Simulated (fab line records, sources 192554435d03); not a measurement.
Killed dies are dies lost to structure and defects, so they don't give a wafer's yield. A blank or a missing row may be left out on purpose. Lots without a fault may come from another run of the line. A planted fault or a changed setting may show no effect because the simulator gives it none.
fab line records | flow n5_finfet
record lots=10 wafers=30 last_day=18
route steps=1938 shown PASS1_CAP@1874 TV_OPEN@1887 PASSIVATION@1905
lots that met no fault: from a run of the same line without faults
start_h: hours from the record's first day to the start of the lot's first wafer shown | wait_h: hours since the lot's step before | " the same as in the row above | L1.1+2: a row that stands for several wafers | - no value, or no start given | * or withheld: withheld | < > ~ a bound
route shown NAME@n: a module of which the file shows steps, and the number in the route of the first | usual: mean/standard deviation of fault-free wafers | same: alike in all rows | chamber/n: place in a boat | sites: the reading at each site | _std_site: their standard deviation | _edge_site: outer sites' mean less inner sites' | radius_mm: how far each site lies from the wafer's centre | mask NAME#n: copy n | behind: the tool/chamber that last shaped the wafer | hold: why the lot was held/for how many hours/how that ended | device: the transistor (n, p or np) that didn't switch | end of line: the same wafers' tests at the end of the route | a step without rows: its recipe alone | killed: dies lost to structure and defects at the first sort, not the wafer's yield | map: a wafer's dies, x killed, . not, _ none there
set.NAME: the setting as run; set.NAME@STEP: as run at that earlier step | model.NAME: the simulator's own value behind a step, which no gauge read
steps of the route over a sample of lots; a table a step, a row a wafer
services: from which hour (start_h, from the record's first day; less than 0 if before it) a tool's chamber was out of use, for how many hours, and why
## steps
# step N5_PASSIVATION_PECVD_01
# recipe material=SiNx target_thk_a=2000 temp_c=400 precursor=SiH4/NH3/N2 pressure_torr=4.9 rf_w=1406 time_s=43.2
# usual chamber_pressure_Torr=4.902/0.012 heater_power_outer_w=166/50 heater_power_w=378/72 showerhead_plenum_p_Torr=8.65/0.05 susceptor_temp_C=400.05/0.21 throttle_valve_pct=29.2/1.7
# columns lot.wafer tool chamber start_h wait_h chamber_pressure_Torr heater_power_outer_w heater_power_w showerhead_plenum_p_Torr susceptor_temp_C throttle_valve_pct
L741.1 pecvd-04 2 298.15 0.0 4.900 215 456 8.68 399.92 27.1
L741.3 " 1 " " 4.900 150 322 8.73 399.84 32.9
L741.6 " 2 " " 4.884 219 453 8.69 400.21 27.2
L745.3 pecvd-03 2 312.98 0.0 4.899 146 369 8.68 400.11 26.8
L745.5 " 1 " " 4.901 138 344 8.60 399.95 31.2
L745.6 " 2 " " 4.901 152 374 8.66 400.10 27.0
L747.1 pecvd-03 0 326.70 0.0 4.889 250 538 8.62 399.98 28.5
L747.4 " 2 " " 4.915 114 330 8.68 400.28 27.1
L747.6 " 0 " " 4.896 136 380 8.63 399.97 28.7
L754.1 pecvd-04 2 377.45 0.0 4.887 112 313 8.68 400.10 27.2
L754.2 " 0 " " 4.898 172 366 8.76 399.88 30.4
L754.4 " 0 " " 4.882 170 369 8.74 399.94 30.1
L752.3 pecvd-03 1 378.33 0.0 4.911 168 377 8.60 399.84 31.1
L752.4 " 0 " " 4.908 178 439 8.59 399.77 28.8
L752.5 " 2 " " 4.919 115 321 8.68 399.79 26.8
L756.1 pecvd-03 0 379.41 0.0 4.909 233 533 8.61 400.24 28.8
L756.3 " 2 " " 4.897 118 338 8.68 400.08 27.1
L756.4 " 1 " " 4.929 92 286 8.60 400.13 30.9
L757.1 pecvd-03 2 389.53 0.0 4.936 65 245 8.68 400.25 27.1
L757.3 " 1 " " 4.901 133 333 8.60 400.39 31.2
L757.4 " 0 " " 4.913 257 551 8.60 400.29 28.5
L755.3 pecvd-02 0 394.85 0.0 4.912 194 403 8.67 400.02 28.6
L755.5 " 1 " " 4.926 226 442 8.61 400.65 30.0
L755.6 " 0 " " 4.920 193 407 8.67 400.05 28.9
L759.2 pecvd-03 1 398.00 0.0 4.903 143 350 8.61 399.84 30.8
L759.3 " 2 " " 4.904 101 297 8.68 399.87 27.3
L759.4 " 0 " " 4.884 244 529 8.61 399.72 28.6
L760.2 pecvd-02 0 419.08 0.0 4.920 232 446 8.67 400.21 28.9
L760.4 " 0 " " 4.915 116 298 8.71 400.37 29.0
L760.5 " 2 " " 4.893 197 405 8.61 399.89 28.3
# step N5_PASSIVATION_PASS_ETCH_74
# recipe chemistry=CF4/O2 target=SiNx target_depth_a=2200 time_s=110 ion_energy_ev=100 pressure_mtorr=40 source_w=535 bias_w=49 Ar_flow_sccm=100 cf4_flow_sccm=100 O2_flow_sccm=10
# usual drypump_motor_current_A=5.9/0.33 oes_product_au=0.79/0.068 rf_vpp_V=241/3.1 showerhead_plenum_p_Torr=2.19/0.087 throttle_valve_pct=16.04/0.21
# columns lot.wafer tool chamber start_h wait_h drypump_motor_current_A oes_product_au rf_hours_counter_h rf_vpp_V showerhead_plenum_p_Torr throttle_valve_pct
L741.1 rie_diel-03 0 303.51 0.0 5.9 0.78 105 242 2.22 16.18
L741.3 " 1 " " 6.2 0.73 166 240 2.03 16.01
L741.6 " 3 " " 5.6 0.80 - 245 2.32 15.58
L745.3 rie_diel-03 3 314.85 0.0 5.6 0.79 89 245 2.32 15.59
L745.5 " 0 " " 5.9 0.78 - 243 2.22 16.17
L745.6 " 3 " " 5.6 0.79 - 246 2.32 15.58
L747.1 rie_diel-01 0 327.41 0.0 5.9 0.72 182 238 2.20 16.17
L747.4 " 3 " " 6.0 0.70 223 239 2.18 16.18
L747.6 " 3 " " 6.0 0.70 - 238 2.18 16.19
L752.3 rie_diel-02 1 382.56 0.0 5.9 0.75 162 238 2.12 16.07
L752.4 " 2 " " 6.7 0.89 23 246 2.33 15.81
L752.5 " 3 " " 5.3 0.76 - 240 2.12 16.20
L754.1 rie_diel-01 0 382.78 0.0 5.9 0.73 199 237 2.19 16.21
L754.2 " 3 " " 6.0 0.70 239 238 2.18 16.20
L754.4 " 0 " " 5.9 0.72 - 236 2.19 16.20
L756.1 rie_diel-02 0 383.15 0.0 6.5 0.88 30 243 2.25 15.73
L756.3 " 3 " " 5.3 0.77 139 240 2.12 16.21
L756.4 " 1 " " 5.9 0.75 162 237 2.12 16.07
L757.1 rie_diel-03 1 390.34 0.0 6.2 0.72 193 238 2.02 16.03
L757.3 " 2 " " 5.9 0.93 21 244 2.17 15.96
L757.4 " 3 " " 5.6 0.77 112 245 2.31 15.64
L755.3 rie_diel-01 2 395.47 0.0 5.5 0.84 52 243 2.24 16.12
L755.5 " 0 " " 5.9 0.71 - 236 2.19 16.20
L755.6 " 1 " " 6.3 0.80 - 239 2.14 16.25
L759.2 rie_diel-01 0 398.79 0.0 5.9 0.71 205 237 2.19 16.21
L759.3 " 2 " " 5.5 0.84 53 246 2.24 16.14
L759.4 " 1 " " 6.3 0.80 107 238 2.13 16.24
L760.2 rie_diel-02 3 420.08 0.0 5.3 0.76 151 241 2.12 16.23
L760.4 " 1 " " 5.9 0.74 173 237 2.11 16.05
L760.5 " 2 " " 6.7 0.87 - 245 2.33 15.85
# step N5_PASSIVATION_CD_MEAS_30
# recipe target_cd_nm=4000 landing_energy_ev=500 detector=se_inlens polarity=opening
# usual cd_nm=4000.5/1.8
# columns lot.wafer tool chamber start_h wait_h cd_nm
L741.1 cd_sem-03 0 304.97 - 3999.6
L741.3 " 0 " " 3999.8
L741.6 " 0 " " 3999.9
L745.3 cd_sem-01 0 316.37 - 3998.1
L745.5 " 0 " " 3997.5
L745.6 " 0 " " 3997.8
L747.1 cd_sem-02 0 330.34 - 3999.5
L747.4 " 0 " " 3999.1
L747.6 " 0 " " 3998.5
L752.3 cd_sem-02 0 384.05 - 4001.4
L752.4 " 0 " " 3999.2
L752.5 " 0 " " 3999.3
L754.1 cd_sem-03 0 384.58 - 3999.9
L754.2 " 0 " " 3998.1
L754.4 " 0 " " 4000.3
L756.1 cd_sem-01 0 384.80 - 4001.8
L756.3 " 0 " " 3999.3
L756.4 " 0 " " 3999.0
L757.1 cd_sem-01 0 391.90 - 3998.5
L757.3 " 0 " " 3998.9
L757.4 " 0 " " 3999.3
L755.3 cd_sem-02 0 397.23 - 4000.5
L755.5 " 0 " " 3999.3
L755.6 " 0 " " 3999.2
L759.2 cd_sem-01 0 400.10 - 4001.7
L759.3 " 0 " " 4001.2
L759.4 " 0 " " 4000.1
L760.2 cd_sem-03 0 421.25 - 4003.2
L760.4 " 0 " " 4002.4
L760.5 " 0 " " 4001.7
# step N5_PASSIVATION_PECVD_35
# recipe material=SiNx target_thk_a=7000 temp_c=400 precursor=SiH4/NH3/N2 pressure_torr=4.9 rf_w=1406 time_s=151.3
# usual chamber_pressure_Torr=4.901/0.011 heater_power_outer_w=174/53 heater_power_w=382/78 showerhead_plenum_p_Torr=8.69/0.056 susceptor_temp_C=400.04/0.24 throttle_valve_pct=29.1/1.9
# columns lot.wafer tool chamber start_h wait_h chamber_pressure_Torr heater_power_outer_w heater_power_w showerhead_plenum_p_Torr susceptor_temp_C throttle_valve_pct
L741.1 pecvd-01 1 306.27 0.1 4.908 222 549 8.74 399.98 27.8
L741.3 " 2 " " 4.907 257 488 8.62 400.40 26.4
L741.6 " 1 " " 4.900 105 382 8.74 400.23 27.7
L745.3 pecvd-01 1 317.71 0.1 4.895 226 551 8.74 399.74 27.4
L745.5 " 0 " " 4.903 134 345 8.71 399.88 29.8
L745.6 " 2 " " 4.899 208 408 8.62 400.10 25.9
L747.1 pecvd-02 1 331.75 0.1 4.902 274 504 8.61 400.26 30.0
L747.4 " 0 " " 4.889 187 382 8.69 400.28 29.0
L747.6 " 1 " " 4.922 289 530 8.61 399.88 29.8
L752.3 pecvd-02 1 385.36 0.1 - - - - - -
L752.4 " 2 " " - - - - - -
L752.5 " 0 " " - - - - - -
L754.1 pecvd-01 2 386.02 0.1 - - - - - -
L754.2 " 1 " " - - - - - -
L754.4 " 2 " " - - - - - -
L756.1 pecvd-02 1 386.24 0.1 4.886 287 529 8.61 399.96 29.7
L756.3 " 0 " " 4.926 190 390 8.68 399.94 28.6
L756.4 " 2 " " 4.900 171 369 8.61 400.12 28.3
L757.1 pecvd-01 1 393.20 0.1 4.897 140 424 8.73 399.93 27.2
L757.3 " 2 " " 4.901 269 491 8.63 400.02 26.2
L757.4 " 1 " " 4.906 177 471 8.74 399.81 27.4
L755.3 pecvd-04 0 398.64 0.1 4.889 173 367 8.77 400.27 30.2
L755.5 " 0 " " 4.924 189 382 8.79 400.49 30.2
L755.6 " 2 " " 4.903 175 400 8.67 399.68 27.2
L759.2 pecvd-04 0 401.42 0.1 4.902 141 322 8.75 400.17 30.2
L759.3 " 2 " " 4.892 145 354 8.70 400.15 27.3
L759.4 " 2 " " 4.893 172 398 8.65 400.21 27.2
L760.2 pecvd-02 0 422.61 0.1 4.900 173 372 8.68 400.21 28.9
L760.4 " 2 " " 4.906 166 377 8.63 400.08 28.4
L760.5 " 0 " " 4.918 211 441 8.68 400.08 28.9
## services
# columns tool chamber start_h hours kind
pecvd-01 1 279.43 5.5 scheduled_down
pecvd-02 - 288.38 2.8 pm
rie_diel-02 2 290.18 - clean
rie_diel-02 2 290.18 - consumable_replace:focus_ring
pecvd-04 - 303.00 6.0 pm
rie_diel-03 3 305.87 4.8 repair
rie_diel-02 - 325.54 2.8 pm
pecvd-04 2 327.37 2.1 scheduled_down
pecvd-01 1 331.86 9.5 repair
pecvd-03 0 336.96 20.2 repair
rie_diel-02 1 340.70 5.4 repair
pecvd-04 - 351.40 2.8 repair
rie_diel-03 2 357.57 5.0 repair
pecvd-03 - 358.97 2.8 pm
rie_diel-01 2 373.14 17.2 repair
pecvd-02 - 389.55 1.0 repair
pecvd-03 - 391.33 0.7 repair
pecvd-02 1 395.85 2.8 repair
rie_diel-01 3 404.27 6.2 repair
pecvd-02 1 408.32 5.8 repair
pecvd-01 0 409.16 2.1 scheduled_down
rie_diel-01 0 414.09 9.7 repair
pecvd-02 1 414.13 - clean
pecvd-02 1 414.13 - consumable_replace:showerhead
## key
first_sign step=N5_PASSIVATION_PECVD_35 reading=tool_record direction=missing
effect none on later readings
met_at N5_PASSIVATION_PECVD_35
struck_lots L752,L754
not_acting_at N5_PASSIVATION_PECVD_01,N5_PASSIVATION_PASS_ETCH_74,N5_PASSIVATION_CD_MEAS_30
onset_between 331.75 385.36
fault kind=skipped_step_whole tool=pecvd-01,pecvd-02 chamber=- onset_h=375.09 steps=N5_PASSIVATION_PECVD_35 scope=struck_lots_only
